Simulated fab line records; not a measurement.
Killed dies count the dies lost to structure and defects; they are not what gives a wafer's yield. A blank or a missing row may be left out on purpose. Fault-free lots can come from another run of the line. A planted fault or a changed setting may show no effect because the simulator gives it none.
Struck lot and sound lot, side by side | flow n5 finfet | 19 steps out of a route of 1938
Sound: these wafers, L120.1, L120.2, L120.5. The struck wafers were L130.3, L130.4. The cause is named last.
Order at every step that has rows: each side's tool, ch and its chambers, its first start. Under that, the readings that differ: sound wafers | struck wafers | difference of the means | sigmas: that difference in standard deviations of wafers without a fault.
alike: readings whose means differ by less than 2 such deviations, and words and numbers that are the same on both sides. not compared: withheld readings, readings that some wafer has no value for, bounds like >300 that may hide the same value, and numbers for which the record gives no deviation and whose values overlap.
Wherever a step has rows on one side only, a row that says differs or no value, or a row with sigmas, the two part there. Numbers that don't overlap but have no deviation are shown without sigmas and don't part them. Lack of a reading on every wafer of one side parts them only where that side has two or more wafers.

first, 8 steps without rows for these wafers: N5_BEOL_M14_SPUTTER_44 (material Ta, target thk 15 nm, time 24.19 s); N5_BEOL_M14_SPUTTER_45 (material Cu, target thk 100 nm, time 16.67 s); N5_BEOL_M14_ECD_47 (material Cu, target thk 1248 nm); N5_BEOL_M14_ANNEAL_48 (time 90 s); N5_BEOL_M14_CMP_49 (polishes, stops on SiO2, t overpolish 5.2 s, target thk 560 nm); N5_BEOL_M14_PRE_CLEAN_52 (time 15 s); N5_BEOL_M14_DEP_53 (deposits SiCN from 3MS/NH3, target thk 50 nm, time 17.8 s); N5_BEOL_M15_ILD_DEP_00 (deposits SiO2 from TEOS/O2, target thk 1629.3 nm, time 346.1 s).
N5_BEOL_M15_COAT_58: time 60 s, resist thk 89 nm.
  sound on litho track-03 ch 0, day 13 00:49; struck on litho track-03 ch 0, day 16 07:28
  reading                                    | sound                | struck        | difference | sigmas
  spin speed rpm (rpm)                       | 1500.5 1500.1 1502.7 | 2008.8 2007.0 | +506.8     | +99 or more
  model.BARC_of_BEOL_M15_COAT_58.thk nm (nm) | 89 89 89.2           | 76.8 76.8     | -12.3      |
  alike: chill plate temp C, dispense pressure kPa, resist line temp C
then, 8 steps without rows for these wafers: N5_BEOL_M15_COAT_04 (resist thk 800 nm); N5_BEOL_M15_EBR_06; N5_BEOL_M15_SOFTBAKE_05 (time 60 s); N5_BEOL_M15_EXPOSE_07 (exposes mask V14); N5_BEOL_M15_PEB_08 (peb time 90 s); N5_BEOL_M15_DEVELOP_09 (develop time 45 s); N5_BEOL_M15_HARDBAKE_14 (time 120 s); N5_BEOL_M15_DESCUM_15 (chemistry O2, time 7.9 s).
N5_BEOL_M15_ETCH_59: etches BARC in N2/H2, target depth 89 nm, overetch 26.7 nm, time 67.9 s.
  sound on rie diel-03 ch 0,1,2, day 13 01:20; struck on rie diel-01 ch 2, day 16 07:52
  reading                        | sound                | struck        | difference | sigmas
  chamber pressure mTorr (mTorr) | 30.043 29.988 30.042 | 29.989 29.908 | -0.076     | -3
  model.etch.depth nm (nm)       | 89.07 88.99 89.13    | 76.88 76.72   | -12.26     |
  alike: drypump motor current A, oes product au, rf vpp V, showerhead plenum p Torr, throttle valve pct
  not compared: rf hours counter h
then, 1 step without rows for these wafers: N5_BEOL_M15_VIA_ETCH_16 (etches SiO2 in C4F8/O2/Ar, target depth 1792.2 nm).

WHERE THEY PART
First at N5_BEOL_M15_COAT_58; last, within this record, at N5_BEOL_M15_ETCH_59.

WHY: whatever the simulator had introduced
Process parameters drifting: litho track-03 at N5_BEOL_M15_COAT_58, beginning at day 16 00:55. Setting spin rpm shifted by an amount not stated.
